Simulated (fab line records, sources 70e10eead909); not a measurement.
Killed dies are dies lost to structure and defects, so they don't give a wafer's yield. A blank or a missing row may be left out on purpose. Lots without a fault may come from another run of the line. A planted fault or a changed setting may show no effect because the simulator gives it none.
A struck lot beside a sound one | flow nand_harc | 15 steps out of a route of 1159
Sound: wafers L152.3, L152.4, L152.6. Struck: wafers L153.2, L153.4, L153.6. The cause comes at the end.
At each step with rows: each side's tool, then ch and its chambers, then its first start. Under that, the readings that differ: sound wafers | struck wafers | difference of the means | sigmas: that difference in standard deviations of wafers without a fault.
alike: readings whose means differ by less than 2 such deviations, and words and numbers that are the same on both sides. not compared: withheld readings, readings that some wafer has no value for, bounds like >300 that may hide the same value, and numbers for which the record gives no deviation and whose values overlap.
The two part at a step that has a row with sigmas, a row that says differs or no value, or rows on one side only. Numbers that don't overlap but have no deviation are shown without sigmas and don't part them. A reading that every wafer of one side lacks parts them only if that side has two wafers or more.

first, 1 step without rows for these wafers: NHARC_P_ZERO_WELL_HARDBAKE_53 (time 80 s).
NHARC_P_ZERO_WELL_DESCUM_54: chemistry O2, time 3 s.
  sound on rie_diel-04 ch 0,2, day 3 11:45; struck on rie_diel-07 ch 0,2,3, day 3 17:41
  alike: drypump_motor_current_A, oes_product_au, rf_vpp_V, showerhead_plenum_p_Torr, throttle_valve_pct
  not compared: rf_hours_counter_h
then, 5 steps without rows for these wafers: NHARC_P_ZERO_WELL_IMPLANT_55; NHARC_P_ZERO_WELL_IMPLANT_61; NHARC_P_ZERO_WELL_STRIP_56 (strips in SPM, time 840 s); NHARC_P_ZERO_WELL_PRECLEAN_68 (cleans in SC1, time 60 s); NHARC_P_ZERO_WELL_SRD_69.
NHARC_P_ZERO_WELL_RTA_42: time 300 s.
  sound on rtp_anneal-01 ch 0, day 3 12:57; struck on rtp_anneal-02 ch 0, day 3 18:46
  reading            | sound          | struck         | difference | sigmas
  lamp_power_pct (%) | 32.6 32.5 32.5 | 36.2 36.2 36.3 | +3.7       | +2
  alike: wafer_temp_C_max
NHARC_P_ZERO_WELL_INSPECT_43:
  sound on defect_inspect-02, day 3 13:24; struck on defect_inspect-01, day 3 19:20
  alike: raw_defect_count
then, 3 steps without rows for these wafers: NHARC_P_STI_ETCH_26 (etches SiO2 in dHF, target depth 11 nm); NHARC_P_STI_PRECLEAN_27 (cleans in SC1); NHARC_P_STI_SRD_28.
NHARC_P_STI_OXIDE_29: material SiO2, target thk 10 nm, ox time 1362 s.
  sound on furnace-04 ch 0, day 3 17:23; struck on furnace-07 ch 0, day 4 10:34
  alike: spike_tc_lower_C, tube_center_temp_C
then, 1 step without rows for these wafers: NHARC_P_STI_HM_DEP_30 (deposits Si3N4, target thk 80 nm, time 873 s).
-- the record jumps here: 18 days lie between the struck wafers' starts before and after (it left off in module P_STI and takes up again in module END, whose first step shown is number 1159 of the route) --
NHARC_END_SORT_01:
  the record has rows for the struck wafers here (prober-01 ch 0, day 22 07:53) and none for the sound ones

WHERE THEY PART
First at NHARC_P_ZERO_WELL_RTA_42; last, within this record, at NHARC_END_SORT_01.

WHY: what the simulator had put in
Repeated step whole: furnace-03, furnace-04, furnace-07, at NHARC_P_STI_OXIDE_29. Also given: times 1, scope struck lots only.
